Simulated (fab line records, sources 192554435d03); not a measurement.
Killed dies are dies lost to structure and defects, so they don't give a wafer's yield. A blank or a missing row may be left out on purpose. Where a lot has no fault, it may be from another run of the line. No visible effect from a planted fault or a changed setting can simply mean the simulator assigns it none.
Split-lot trial + flow n5-finfet + on a route of 1938 steps: 7 lots, 21 wafers read

== THE SPLIT ITSELF ==
At N5_HKMG_FIN_PEB_10 (peb time 60 s), the setting peb-time-s was moved away from the recipe's 60 s on 6 of the 21 wafers read, by -8.8% to +12.5%. For the rest of the wafers, this setting stayed at what the recipe calls for.

== FROM THE SPLIT TO THE READING: what the file shows between them, 1 step ==
- N5_HKMG_FIN_DEVELOP_11: develop time 30 s

== THE READING ==
Shown in nm: cd-nm at N5_HKMG_FIN_CD_MEAS_12, with target cd 92.8 nm. Fault-free wafers of this fab line usually give 93.1 nm, standard deviation 0.81 nm.

| wafer  | tool, chamber at the split | peb-time-s as run, s | against the recipe | cd-nm, nm | against lot-mates on the recipe |
|--------|----------------------------|----------------------|--------------------|-----------|---------------------------------|
| L080.3 | litho-track-04, 0          | 60                   | recipe             | 90.7      | -                               |
| L080.5 | litho-track-04, 0          | 60                   | recipe             | 92.5      | -                               |
| L080.6 | litho-track-04, 0          | 60                   | recipe             | 93.2      | -                               |
| L082.4 | litho-track-03, 0          | 55.99                | -6.7%              | 91.5      | -1.2                            |
| L082.5 | litho-track-03, 0          | 60                   | recipe             | 92.7      | -                               |
| L082.6 | litho-track-03, 0          | 55.99                | -6.7%              | 91.6      | -1.1                            |
| L083.3 | litho-track-04, 0          | 60                   | recipe             | 91.1      | -                               |
| L083.4 | litho-track-04, 0          | 64.17                | +7.0%              | 94.9      | +3.5                            |
| L083.5 | litho-track-04, 0          | 60                   | recipe             | 91.8      | -                               |
| L084.1 | litho-track-04, 0          | 54.74                | -8.8%              | 89.0      | -3.7                            |
| L084.3 | litho-track-04, 0          | 54.74                | -8.8%              | 89.6      | -3.1                            |
| L084.4 | litho-track-04, 0          | 60                   | recipe             | 92.7      | -                               |
| L086.1 | litho-track-05, 0          | 60                   | recipe             | 91.8      | -                               |
| L086.4 | litho-track-05, 0          | 67.51                | +12.5%             | 98.4      | +5.5                            |
| L086.6 | litho-track-05, 0          | 60                   | recipe             | 94.0      | -                               |
| L092.1 | litho-track-05, 0          | 60                   | recipe             | 92.7      | -                               |
| L092.3 | litho-track-05, 0          | 60                   | recipe             | 94.4      | -                               |
| L092.4 | litho-track-05, 0          | 60                   | recipe             | 93.0      | -                               |
| L097.2 | litho-track-03, 0          | 60                   | recipe             | 93.5      | -                               |
| L097.4 | litho-track-03, 0          | 60                   | recipe             | 93.5      | -                               |
| L097.6 | litho-track-03, 0          | 60                   | recipe             | 93.3      | -                               |

FIT RESULTS
A straight line over all 21 wafers: cd-nm changes by +0.365 nm for each +1% of peb-time-s; r = +0.87; the points scatter about the line by 1 nm.
The same after taking each lot's own level away (the mean of its wafers on the recipe; 21 wafers): +0.38 nm for each +1%; r = +0.92; scatter 0.8 nm.
According to that fit, moving peb-time-s by its largest amount changes the reading by 4.8 nm.
The lots' own levels span 91.45 to 93.43 nm, that is 2.4 times the standard deviation above.
So the lot-to-lot level changes the slope little: the two slopes agree.
Check: for one of the wafers moved furthest among these (+12.5%), held out of the fit, the line's prediction against its lot-mates is +4.53 nm. It came out at +5.5 nm against them.

== OTHER SPLITS APPLIED TO THESE WAFERS ==
Note: prior to the reading, these wafers also went through further splits. Each is held against what the fit with the lots' levels taken away leaves over:
| other split on the same wafers | wafers away from the commonest value | r with cd-nm (lot level and that fit taken away) |
|--------------------------------|--------------------------------------|--------------------------------------------------|
| N5_WELL_APT_COAT_02 spin-rpm   | 9                                    | +0.08                                            |
| N5_FIN_SAQP_PEB_14 peb-time-s  | 4                                    | +0.17                                            |
| N5_DUMMY_GATE_COAT_28 spin-rpm | 6                                    | -0.13                                            |
| N5_SD_EPI_N_EPI_21 time-s      | 3                                    | -0.09                                            |
| N5_SDB_EXPOSE_08 dose-mj       | 6                                    | -0.13                                            |
| N5_SDB_ETCH_25 time-s          | 9                                    | -0.08                                            |
| N5_SDB_CUT_ETCH_26 icp-w       | 7                                    | +0.40                                            |

== FILE'S OWN FIT ==
cd-nm changes by +0.4 nm for each +1% of peb-time-s, r = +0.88.
